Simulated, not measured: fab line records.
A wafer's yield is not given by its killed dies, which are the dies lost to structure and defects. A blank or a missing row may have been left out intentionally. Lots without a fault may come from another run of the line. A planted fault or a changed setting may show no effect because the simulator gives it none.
The tool behind it: which one? -- flow n5Finfet -- 11 lots (30 wafers sampled), 1 step of a 1938-step route

== WHAT EACH GAUGE READ, for each wafer ==
N5_BEOL_M4_CD_MEAS_28: target cd 26.2 nm, target cd y 24.1 nm.
lot,measured,on,cdNm (nm)
L105,day 10 05:28,cdSem-03,25.83 26.55 25.82
L106,day 10 09:44,cdSem-01,26.13 26.28
L108,day 10 10:26,cdSem-03,26.30 26.03 26.30
L107,day 10 16:07,cdSem-01,26.15 26.32 26.39
L111,day 11 02:14,cdSem-03,26.42 26.67 26.06
L113,day 11 05:17,cdSem-03,25.96 26.27 26.06
L112,day 11 16:55,cdSem-03,26.15 25.96
L120,day 13 10:23,cdSem-01,26.25 26.18 26.37
L118,day 13 18:17,cdSem-02,26.44 26.29
L122,day 15 02:32,cdSem-02,26.31 26.25 26.11
L125,day 15 04:25,cdSem-03,26.47 26.00 26.22

== WHAT TOOL EACH LOT RAN ON (gives the tool, then ch and the chambers of the sampled wafers, and finally the start) ==
There is no process step in the record ahead of these readings.

== THE ANSWER, worked out from the rows above alone ==
Rule: what is usual is taken from the lots themselves. The widest of any qualifying gaps counts: lots, ordered by their means at a reading, are off when they make up no more than a third of the lots, leave a main group of 4 or more, and stand apart from it by 3 or more times the standard deviation of that group's means. If all means in a main group match to the digits the tables above print for the reading, that group is not used. Also off: a lot with no number at a reading for which 4 or more lots have one. Any other lot the step has rows for is counted as sound.
Nothing can be told from this: no lot is off at any reading shown.

== WHAT THE SIMULATOR PUT IN ==
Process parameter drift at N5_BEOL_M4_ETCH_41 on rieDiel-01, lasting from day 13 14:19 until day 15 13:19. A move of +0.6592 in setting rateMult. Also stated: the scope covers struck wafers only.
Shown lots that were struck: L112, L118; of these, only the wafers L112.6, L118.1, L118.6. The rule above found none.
